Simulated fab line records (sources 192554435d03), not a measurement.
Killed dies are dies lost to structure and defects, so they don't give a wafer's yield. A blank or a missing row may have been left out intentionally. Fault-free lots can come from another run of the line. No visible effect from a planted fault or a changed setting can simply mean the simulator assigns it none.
The tool behind it: which one?	flow n5 finfet	12 lots, 36 wafers sampled, at 8 steps of a route of 1938

## WHAT THE GAUGES READ, wafer by wafer
N5_BEOL_M9_OCD_MEAS_38. Usual: trench depth nm reads 151.3 nm (standard deviation 2.1).
lot	measured	on	trench depth nm (nm)	flag
L676	day 10 14:12	ocd-01	149.3 151.3 151.6	
L675	day 11 10:05	ocd-02	153.0 154.3 149.5	
L678	day 11 10:17	ocd-02	154.8 152.7 152.9	
L677	day 11 18:47	ocd-02	151.4 151.8 153.5	
L679	day 12 15:31	ocd-02	155.1 147.8 150.2	
L681	day 12 20:26	ocd-02	150.1 152.8 153.1	
L680	day 12 20:29	ocd-01	145.4 149.3 152.1	
L684	day 13 08:09	ocd-02	152.8 148.5 151.3	
L682	day 13 08:55	ocd-01	148.8 150.8 150.8	
L690	day 14 07:59	ocd-01	105.8 107.7 105.0	OFF
L689	day 14 15:11	ocd-02	105.9 107.4 104.9	OFF
L691	day 15 06:14	ocd-01	107.5 107.7 107.5	OFF

N5_BEOL_M9_THK_MEAS_53: measures by xrf. Usual: M9_THK 142.1 nm, standard deviation 2.5.
lot	measured	on	M9_THK (nm)	flag
L676	day 10 17:34	film metro-02	139.6 140.1 140.9	
L675	day 11 12:46	film metro-02	144.6 145.7 141.2	
L678	day 11 12:22	film metro-02	145.3 144.6 144.3	
L677	day 11 21:28	film metro-02	142.7 141.1 145.2	
L679	day 12 18:16	film metro-02	145.8 139.0 143.6	
L681	day 12 22:32	film metro-02	141.5 144.8 144.0	
L680	day 12 22:43	film metro-01	136.0 140.5 143.7	
L684	day 13 11:36	film metro-01	144.7 142.4 143.5	
L682	day 13 12:25	film metro-01	140.5 141.4 143.1	
L690	day 14 11:34	film metro-02	96.4 97.6 94.5	OFF
L689	day 14 18:00	film metro-02	94.1 97.8 94.8	OFF
L691	day 15 09:37	film metro-02	98.8 97.5 96.5	OFF

N5_BEOL_M9_RS_MEAS_57: measurement is done with a four-point probe. Usual: M9_RS 0.1503 ohm/sq, standard deviation 0.0026.
lot	measured	on	M9_RS (ohm/sq)	flag
L676	day 10 17:42	film metro-02	0.1526 0.1514 0.1514	
L675	day 11 12:55	film metro-02	0.1490 0.1469 0.1521	
L678	day 11 12:30	film metro-01	0.1471 0.1478 0.1480	
L677	day 11 21:37	film metro-01	0.1508 0.1522 0.1479	
L679	day 12 18:23	film metro-01	0.1460 0.1549 0.1486	
L681	day 12 22:40	film metro-02	0.1515 0.1481 0.1477	
L680	day 12 22:50	film metro-02	0.1582 0.1524 0.1485	
L684	day 13 11:44	film metro-01	0.1486 0.1510 0.1506	
L682	day 13 12:33	film metro-02	0.1531 0.1514 0.1499	
L690	day 14 11:42	film metro-02	0.2296 0.2271 0.2350	OFF
L689	day 14 18:08	film metro-01	0.2367 0.2273 0.2358	OFF
L691	day 15 09:45	film metro-02	0.2266 0.2291 0.2317	OFF

N5_BEOL_M15_RC_MEAS_101. Usual: COMB_M10 1.5e-11 S/m, standard deviation 3.3e-12; COMB_M11 1.5e-11 S/m, standard deviation 3.1e-12; COMB_M12 6.3e-12 S/m, standard deviation 1.5e-12; COMB_M12_max_site 9.1e-12 S/m, standard deviation 2.6e-12; COMB_M13 4.6e-12 S/m, standard deviation 1.1e-12; COMB_M14 3.5e-12 S/m, standard deviation 1.1e-12; COMB_M15 2.4e-12 S/m, standard deviation 8.5e-13; COMB_M5 3.6e-11 S/m, standard deviation 6.3e-12; COMB_M6 2.5e-11 S/m, standard deviation 5.3e-12; COMB_M7 2.6e-11 S/m, standard deviation 4.8e-12; COMB_M8 2.5e-11 S/m, standard deviation 5.5e-12; SERP_M10 3.06 ohm/um, standard deviation 0.06; SERP_M11 3.06 ohm/um, standard deviation 0.072; SERP_M12 0.639 ohm/um, standard deviation 0.013; SERP_M13 0.310 ohm/um, standard deviation 0.0053; SERP_M14 0.1604 ohm/um, standard deviation 0.0028; SERP_M5 38.8 ohm/um, standard deviation 1.5; SERP_M6 13.6 ohm/um, standard deviation 0.43; SERP_M7 13.8 ohm/um, standard deviation 0.5; SERP_M8 14.0 ohm/um, standard deviation 0.42; SERP_M9 3.06 ohm/um, standard deviation 0.069; SERP_M9_max_site 3.15 ohm/um, standard deviation 0.073.
lot	measured	on	COMB_M10 (S/m)	COMB_M11 (S/m)	COMB_M12 (S/m)	COMB_M12_max_site (S/m)	COMB_M13 (S/m)	COMB_M14 (S/m)	COMB_M15 (S/m)	COMB_M5 (S/m)	COMB_M6 (S/m)	COMB_M7 (S/m)	COMB_M8 (S/m)	SERP_M10 (ohm/um)	SERP_M11 (ohm/um)	SERP_M12 (ohm/um)	SERP_M13 (ohm/um)	SERP_M14 (ohm/um)	SERP_M5 (ohm/um)	SERP_M6 (ohm/um)	SERP_M7 (ohm/um)	SERP_M8 (ohm/um)	SERP_M9 (ohm/um)	SERP_M9_max_site (ohm/um)	flag
L676	day 12 13:55	prober-01	1.2e-11 1.3e-11 1.5e-11	1.1e-11 1.7e-11 1.1e-11	6.1e-12 5.8e-12 5.3e-12	8.5e-12 8.1e-12 7.5e-12	6.2e-12 5.3e-12 5.5e-12	3.1e-12 4.9e-12 4e-12	2e-12 2.1e-12 2.5e-12	3e-11 5.1e-11 3.6e-11	1.8e-11 2.7e-11 2.9e-11	2.6e-11 2.6e-11 1.8e-11	2.4e-11 2.8e-11 2.9e-11	3.08 3.06 3.13	3.08 3.02 3.08	0.646 0.660 0.656	0.309 0.308 0.307	0.1618 0.1669 0.1671	39.2 36.8 39.9	13.2 13.6 13.6	13.3 14.2 13.9	13.7 14.0 13.5	3.08 3.05 3.03	3.18 3.15 3.35	
L675	day 13 05:32	prober-02	1.7e-11 1.4e-11 1e-11	1e-11 1.1e-11 1.3e-11	4.6e-12 6e-12 6.2e-12	6.3e-12 8.3e-12 9.8e-12	3e-12 3.6e-12 2.5e-12	2.8e-12 2.5e-12 2.8e-12	2.2e-12 1.5e-12 2.1e-12	2.9e-11 3.7e-11 3.4e-11	2.5e-11 3.4e-11 3.2e-11	2.3e-11 2.2e-11 1.6e-11	2.6e-11 2.6e-11 2.2e-11	3.16 3.13 3.04	3.13 3.11 3.10	0.637 0.638 0.638	0.305 0.307 0.300	0.1631 0.1573 0.1623	38.5 39.7 38.0	14.0 13.8 13.9	13.8 14.3 13.7	14.2 14.1 14.1	3.01 3.00 3.10	3.14 3.16 3.17	
L678	day 12 23:16	prober-02	1e-11 1.1e-11 1.3e-11	1.7e-11 1.3e-11 1.3e-11	4.6e-12 4.8e-12 4.9e-12	6.1e-12 6.2e-12 6.8e-12	3.4e-12 5e-12 3.8e-12	2.2e-12 2.3e-12 3.1e-12	1.9e-12 1.8e-12 1.7e-12	4.3e-11 3.8e-11 4.2e-11	3.7e-11 3.3e-11 2.7e-11	2.8e-11 2.5e-11 3e-11	3.9e-11 3e-11 2.5e-11	3.08 2.99 3.01	3.13 3.12 3.23	0.637 0.649 0.624	0.307 0.317 0.312	0.1567 0.1571 0.1615	37.8 37.6 36.7	13.3 13.7 13.6	14.1 14.1 14.8	13.3 14.1 13.5	3.06 3.05 3.02	3.14 3.13 3.06	
L677	day 13 09:44	prober-01	1.5e-11 1.6e-11 1.6e-11	1.4e-11 1.2e-11 1.6e-11	6.4e-12 7.7e-12 5.2e-12	1.17e-11 1.01e-11 6.6e-12	4.9e-12 5.4e-12 4e-12	3.9e-12 6.7e-12 5.6e-12	2.7e-12 3.6e-12 3.6e-12	2.9e-11 3.3e-11 3.5e-11	2.6e-11 1.6e-11 3.4e-11	3.8e-11 1.9e-11 2.9e-11	1.9e-11 2.4e-11 2.1e-11	2.96 3.02 2.92	3.10 3.12 3.08	0.652 0.637 0.627	0.299 0.311 0.308	0.1629 0.1594 0.1559	44.9 40.3 41.6	13.4 13.6 13.7	14.2 14.0 14.4	14.4 13.6 14.4	3.07 3.07 2.93	3.13 3.13 3.13	
L679	day 14 15:04	prober-01	1.4e-11 1.3e-11 1.4e-11	1.6e-11 1.5e-11 1.6e-11	5.9e-12 5.8e-12 7.6e-12	8.9e-12 8.9e-12 1.64e-11	4.5e-12 6.6e-12 4.7e-12	4.5e-12 3.8e-12 5e-12	3.8e-12 3.2e-12 2.7e-12	3.7e-11 3.5e-11 3e-11	2.1e-11 1.8e-11 2.5e-11	2.8e-11 2.3e-11 2.1e-11	2.6e-11 2.4e-11 2.8e-11	3.10 3.04 3.09	3.12 2.96 3.06	0.640 0.646 0.663	0.306 0.304 0.314	0.1625 0.1580 0.1639	38.0 38.4 37.9	13.7 13.4 14.2	14.4 13.2 13.3	12.8 13.3 13.6	2.95 3.14 2.99	3.11 3.18 3.04	
L681	day 14 20:35	prober-02	1.2e-11 1.2e-11 1.3e-11	1.8e-11 1.5e-11 1.1e-11	4.5e-12 4.7e-12 4.3e-12	6.9e-12 7.1e-12 5.6e-12	3.8e-12 3.4e-12 3.4e-12	2.4e-12 2.9e-12 3.6e-12	1.6e-12 2.2e-12 2e-12	2.8e-11 3.7e-11 3.6e-11	2.2e-11 2.4e-11 2.4e-11	2.1e-11 2.5e-11 2.3e-11	2.9e-11 3e-11 3.5e-11	3.04 3.10 3.13	3.07 3.04 3.15	0.625 0.625 0.641	0.305 0.314 0.310	0.1572 0.1579 0.1606	37.7 36.7 39.5	13.8 15.0 14.6	13.8 14.2 14.0	14.5 13.6 13.9	3.08 2.94 2.98	3.12 3.16 3.04	
L680	day 14 17:56	prober-01	1.4e-11 2.2e-11 1.6e-11	1.8e-11 1.4e-11 1.6e-11	6.7e-12 8.2e-12 6.5e-12	1.31e-11 1.12e-11 9.3e-12	5.3e-12 3.9e-12 4.6e-12	2.9e-12 4.5e-12 3e-12	2.7e-12 2.9e-12 2.8e-12	3.6e-11 3.8e-11 4.1e-11	2.6e-11 2.2e-11 2.3e-11	2.9e-11 2.8e-11 3.4e-11	2.5e-11 3e-11 1.7e-11	3.11 3.07 3.06	3.08 2.95 2.93	0.624 0.624 0.638	0.309 0.317 0.305	0.1542 0.1615 0.1582	42.2 39.0 38.6	13.7 13.9 14.1	14.8 13.6 13.5	14.9 13.8 14.5	3.23 3.13 3.03	3.26 3.25 3.18	
L684	day 15 04:20	prober-02	1e-11 1.1e-11 1.4e-11	1.9e-11 1.8e-11 2e-11	5.6e-12 6e-12 7.3e-12	1.06e-11 7e-12 1.21e-11	4.5e-12 4.9e-12 3.2e-12	2.4e-12 3.1e-12 2.6e-12	1.1e-12 1.6e-12 1.8e-12	3.2e-11 5.1e-11 3.1e-11	2.1e-11 2.2e-11 2.8e-11	3.1e-11 2e-11 2.1e-11	1.7e-11 1.4e-11 2.3e-11	3.04 2.99 2.96	3.08 3.09 2.99	0.655 0.654 0.649	0.320 0.320 0.310	0.1585 0.1599 0.1614	39.2 38.7 37.1	14.3 13.7 13.2	13.8 13.7 13.6	14.1 13.9 13.9	2.99 2.99 3.07	3.02 3.12 3.19	
L682	day 15 06:19	prober-01	1.2e-11 1.5e-11 1.7e-11	1.4e-11 1.6e-11 1e-11	8.3e-12 8.4e-12 6.1e-12	1.09e-11 1.1e-11 1.05e-11	4.7e-12 5.1e-12 4.9e-12	5.2e-12 5.1e-12 5.5e-12	3.4e-12 3.1e-12 3.3e-12	3.3e-11 3.3e-11 2.9e-11	2.7e-11 2.8e-11 3e-11	2.3e-11 2.6e-11 3.2e-11	2.5e-11 2.5e-11 3e-11	3.00 3.09 3.01	2.96 3.14 3.13	0.623 0.638 0.646	0.305 0.307 0.305	0.1570 0.1634 0.1588	38.4 38.5 40.2	13.2 13.1 12.9	14.1 14.2 13.6	13.9 12.9 13.4	3.12 3.11 3.07	3.21 3.17 3.10	
L690	day 16 07:15	prober-01	1.3e-11 1.1e-11 1.3e-11	1.3e-11 1.5e-11 1.4e-11	6.3e-12 8.4e-12 6.6e-12	7.9e-12 1.24e-11 1.45e-11	4.5e-12 4.2e-12 7.2e-12	3.6e-12 3.4e-12 3.6e-12	4.1e-12 3.9e-12 4e-12	3.6e-11 4.5e-11 3.8e-11	2.6e-11 1.9e-11 1.8e-11	2.6e-11 2.5e-11 3.1e-11	1.8e-11 2.3e-11 1.7e-11	3.10 3.08 3.13	2.98 3.20 3.02	0.634 0.645 0.649	0.299 0.310 0.314	0.1643 0.1576 0.1579	37.3 40.7 40.0	12.6 13.1 13.4	13.1 13.3 13.9	14.2 14.4 14.2	4.69 4.65 4.80	4.82 4.78 4.89	OFF
L689	day 16 10:55	prober-01	1.7e-11 1.5e-11 1.4e-11	1.4e-11 1.7e-11 1.4e-11	8.3e-12 8.1e-12 7.1e-12	9.8e-12 9.7e-12 1.2e-11	3.2e-12 5.3e-12 5.1e-12	3.2e-12 3.7e-12 2.9e-12	3.4e-12 2.4e-12 2.8e-12	4.2e-11 4.1e-11 5.1e-11	1.8e-11 1.9e-11 2.5e-11	2.9e-11 2.6e-11 2.1e-11	2.4e-11 2.2e-11 2e-11	3.03 3.10 3.12	2.87 3.03 2.99	0.647 0.658 0.639	0.314 0.313 0.315	0.1609 0.1606 0.1612	38.9 40.1 37.8	13.6 13.4 13.6	14.0 13.9 14.7	13.8 13.4 13.4	4.79 4.64 4.77	5.04 4.69 4.90	OFF
L691	day 17 07:56	prober-02	1.2e-11 2e-11 1.7e-11	1.1e-11 1.8e-11 2e-11	4.1e-12 4.6e-12 5e-12	7.1e-12 5.3e-12 7.5e-12	4.4e-12 4.8e-12 3.2e-12	2.9e-12 2.5e-12 2.1e-12	2.4e-12 2.7e-12 1.6e-12	3.1e-11 2.6e-11 3.4e-11	3e-11 2.5e-11 2.8e-11	2.3e-11 2.2e-11 1.7e-11	2.2e-11 2.2e-11 2.3e-11	3.13 3.17 3.02	3.05 3.07 3.04	0.634 0.654 0.622	0.310 0.303 0.306	0.1594 0.1636 0.1622	38.7 36.7 39.5	12.8 13.7 13.3	14.2 14.5 14.4	14.8 14.0 13.9	4.59 4.68 4.75	4.70 4.74 4.87	OFF

## EACH LOT AND THE TOOL THAT RAN IT (in order: tool; ch and the chambers of the sampled wafers; start)
lot	N5_BEOL_M9_STRIP_67	N5_BEOL_M9_VIA_ETCH_34	N5_BEOL_M9_TRENCH_ETCH_37	N5_BEOL_M9_PRE_CLEAN_45
L676	rie diel-05 ch 0,2, day 10 11:23	rie diel-02 ch 0,2, day 10 13:55	rie diel-02 ch 0,2, day 10 14:01	pvd sputter-02, day 10 15:11
L675	rie diel-02 ch 0,1, day 11 08:02	rie diel-05 ch 0,1,2, day 11 09:49	rie diel-05 ch 0,1,2, day 11 09:55	pvd sputter-01, day 11 11:05
L678	rie diel-05 ch 0,1,2, day 11 08:47	rie diel-04 ch 1,3, day 11 10:01	rie diel-04 ch 1,3, day 11 10:07	pvd sputter-01, day 11 10:56
L677	rie diel-02 ch 2,3, day 11 17:09	rie diel-04 ch 2,3, day 11 18:31	rie diel-04 ch 2,3, day 11 18:37	pvd sputter-01, day 11 19:50
L679	rie diel-05 ch 0,2,3, day 12 12:58	rie diel-05 ch 0,2,3, day 12 15:15	rie diel-05 ch 0,2,3, day 12 15:21	pvd sputter-02, day 12 16:35
L681	rie diel-02 ch 0,1,2, day 12 16:28	rie diel-04 ch 2,3, day 12 20:10	rie diel-04 ch 2,3, day 12 20:16	pvd sputter-01, day 12 21:09
L680	rie diel-02 ch 1,2,3, day 12 17:44	rie diel-05 ch 0,1,3, day 12 20:13	rie diel-05 ch 0,1,3, day 12 20:19	pvd sputter-01, day 12 21:14
L684	rie diel-04 ch 1,2,3, day 13 06:53	rie diel-04 ch 0,2,3, day 13 07:52	rie diel-04 ch 0,2,3, day 13 07:58	pvd sputter-02, day 13 08:43
L682	rie diel-02 ch 1,2,3, day 13 07:10	rie diel-04 ch 0,1, day 13 08:38	rie diel-04 ch 0,1, day 13 08:44	pvd sputter-02, day 13 11:01
L690	rie diel-05 ch 0,2, day 14 06:25	rie diel-05 ch 0,2, day 14 07:35	rie diel-05 ch 0,2, day 14 07:44	pvd sputter-03, day 14 08:46
L689	rie diel-04 ch 0,1,3, day 14 13:50	rie diel-02 ch 1,2,3, day 14 14:55	rie diel-02 ch 1,2,3, day 14 15:01	pvd sputter-02, day 14 16:00
L691	rie diel-05 ch 1,2, day 15 03:52	rie diel-05 ch 1,2, day 15 05:51	rie diel-05 ch 1,2, day 15 06:00	pvd sputter-03, day 15 08:14
- N5_BEOL_M9_STRIP_67: strips in CF4.
- N5_BEOL_M9_VIA_ETCH_34: etches SiCOH lowk in C4F6/O2, target depth 182.4 nm, time 68.4 s.
- N5_BEOL_M9_TRENCH_ETCH_37: etches SiCOH lowk in C4F6/O2, target depth 151.43 nm, time 49 s.
- N5_BEOL_M9_PRE_CLEAN_45: time 30 s.

## WHAT THE TOOLS THEMSELVES READ (means of the sampled wafers that have a number; where no wafer has one, the mark that the record gives instead)
N5_BEOL_M9_STRIP_67. Usual: drypump motor current A 5.7 A, standard deviation 0.51; oes product au 0.77 a.u., standard deviation 0.095; rf vpp V 271.1 V, standard deviation 1.4; showerhead plenum p Torr 1.80 Torr, standard deviation 0.055; throttle valve pct 13.7 %, standard deviation 0.32.
lot	tool	drypump motor current A (A)	oes product au (a.u.)	rf vpp V (V)	showerhead plenum p Torr (Torr)	throttle valve pct (%)	flag
L676	rie diel-05	5.4	0.78	270.1	1.77	13.6	
L675	rie diel-02	5.9	0.84	272.6	1.86	13.5	
L678	rie diel-05	5.8	0.77	270.7	1.77	13.7	
L677	rie diel-02	5.3	0.73	270.3	1.79	13.6	
L679	rie diel-05	5.5	0.76	270.0	1.77	13.7	
L681	rie diel-02	5.8	0.77	271.3	1.82	13.6	
L680	rie diel-02	5.4	0.78	272.0	1.82	13.5	
L684	rie diel-04	5.9	0.80	271.0	1.83	13.7	
L682	rie diel-02	5.4	0.78	271.6	1.82	13.6	
L690	rie diel-05	5.4	0.73	270.4	1.77	13.7	
L689	rie diel-04	6.1	0.78	271.3	1.80	13.7	
L691	rie diel-05	5.9	0.79	270.8	1.76	13.5	

N5_BEOL_M9_VIA_ETCH_34. Usual: drypump motor current A 5.7 A, standard deviation 0.53; oes product au 0.77 a.u., standard deviation 0.1; rf vpp V 667 V, standard deviation 7.5; run length s 92.0 s, standard deviation 0.45; showerhead plenum p Torr 2.84 Torr, standard deviation 0.085; throttle valve pct 20.96 %, standard deviation 0.26.
lot	tool	drypump motor current A (A)	oes product au (a.u.)	rf vpp V (V)	run length s (s)	showerhead plenum p Torr (Torr)	throttle valve pct (%)	flag
L676	rie diel-02	5.8	0.73	673	92.3	2.84	20.90	
L675	rie diel-05	5.9	0.77	668	92.1	2.80	20.89	
L678	rie diel-04	6.3	0.81	660	91.8	2.82	21.02	
L677	rie diel-04	5.6	0.81	673	91.8	2.97	20.94	
L679	rie diel-05	5.5	0.76	667	92.4	2.80	21.00	
L681	rie diel-04	5.6	0.87	674	91.8	3.00	20.97	
L680	rie diel-05	5.9	0.69	673	92.0	2.80	21.21	
L684	rie diel-04	5.8	0.78	670	92.1	2.93	21.03	
L682	rie diel-04	6.4	0.72	656	91.6	2.76	21.12	
L690	rie diel-05	5.4	0.74	665	91.9	2.79	20.88	
L689	rie diel-02	5.4	0.76	669	91.7	2.89	20.87	
L691	rie diel-05	5.9	0.79	663	92.4	2.78	20.76	

N5_BEOL_M9_TRENCH_ETCH_37. Usual: drypump motor current A 5.7 A, standard deviation 0.53; oes product au 0.77 a.u., standard deviation 0.1; rf vpp V 667 V, standard deviation 7.5; run length s 72.6 s, standard deviation 0.46; showerhead plenum p Torr 2.84 Torr, standard deviation 0.085; throttle valve pct 20.98 %, standard deviation 0.26.
lot	tool	drypump motor current A (A)	oes product au (a.u.)	rf vpp V (V)	run length s (s)	showerhead plenum p Torr (Torr)	throttle valve pct (%)	flag
L676	rie diel-02	5.7	0.72	672	72.9	2.84	20.91	
L675	rie diel-05	5.9	0.77	667	72.8	2.80	20.93	
L678	rie diel-04	6.3	0.82	660	72.0	2.82	21.06	
L677	rie diel-04	5.6	0.81	674	72.5	2.97	20.98	
L679	rie diel-05	5.5	0.76	667	72.9	2.80	21.02	
L681	rie diel-04	5.6	0.87	674	72.4	2.99	20.99	
L680	rie diel-05	5.9	0.68	673	72.7	2.80	21.24	
L684	rie diel-04	5.7	0.78	671	72.5	2.93	21.05	
L682	rie diel-04	6.4	0.72	656	72.2	2.76	21.14	
L690	rie diel-05	5.4	0.74	667	60.9	2.79	20.92	OFF
L689	rie diel-02	5.4	0.76	670	61.3	2.89	20.89	OFF
L691	rie diel-05	5.9	0.80	664	61.6	2.78	20.79	OFF

N5_BEOL_M9_PRE_CLEAN_45. Usual: heater power w reads 313 W (standard deviation 29).
lot	tool	heater power w (W)	flag
L676	pvd sputter-02	327	
L675	pvd sputter-01	278	
L678	pvd sputter-01	291	
L677	pvd sputter-01	271	
L679	pvd sputter-02	337	
L681	pvd sputter-01	281	
L680	pvd sputter-01	274	
L684	pvd sputter-02	330	
L682	pvd sputter-02	336	
L690	pvd sputter-03	324	
L689	pvd sputter-02	330	
L691	pvd sputter-03	324	

## THE ANSWER, worked out from the rows above alone
Rule: lot off if the mean of its wafers having a number is beyond 3 standard deviations from the usual mean. A lot without any number at a reading at which 4 lots or more have one is off too. The other lots that the step has rows for count as sound. After the gauges, taken in route order, come the tools' own readings; for these a lot's mean is taken, as printed above. The first step at which some lot is off is used, and at that step the reading that is off furthest; a lot without a number counts as furthest.
Off: L690, L689, L691, at N5_BEOL_M9_OCD_MEAS_38 (trench depth nm).
A tool fits if, at a process step before that reading, it ran every lot that is off, and no sound lot after the first of them. The gauges at N5_BEOL_M9_OCD_MEAS_38 aren't tried: what is off there is off at N5_BEOL_M9_THK_MEAS_53 too, on other tools, and a gauge's error can't cause that. Of those tried, none fits.

## WHAT HAD BEEN PUT IN BY THE SIMULATOR
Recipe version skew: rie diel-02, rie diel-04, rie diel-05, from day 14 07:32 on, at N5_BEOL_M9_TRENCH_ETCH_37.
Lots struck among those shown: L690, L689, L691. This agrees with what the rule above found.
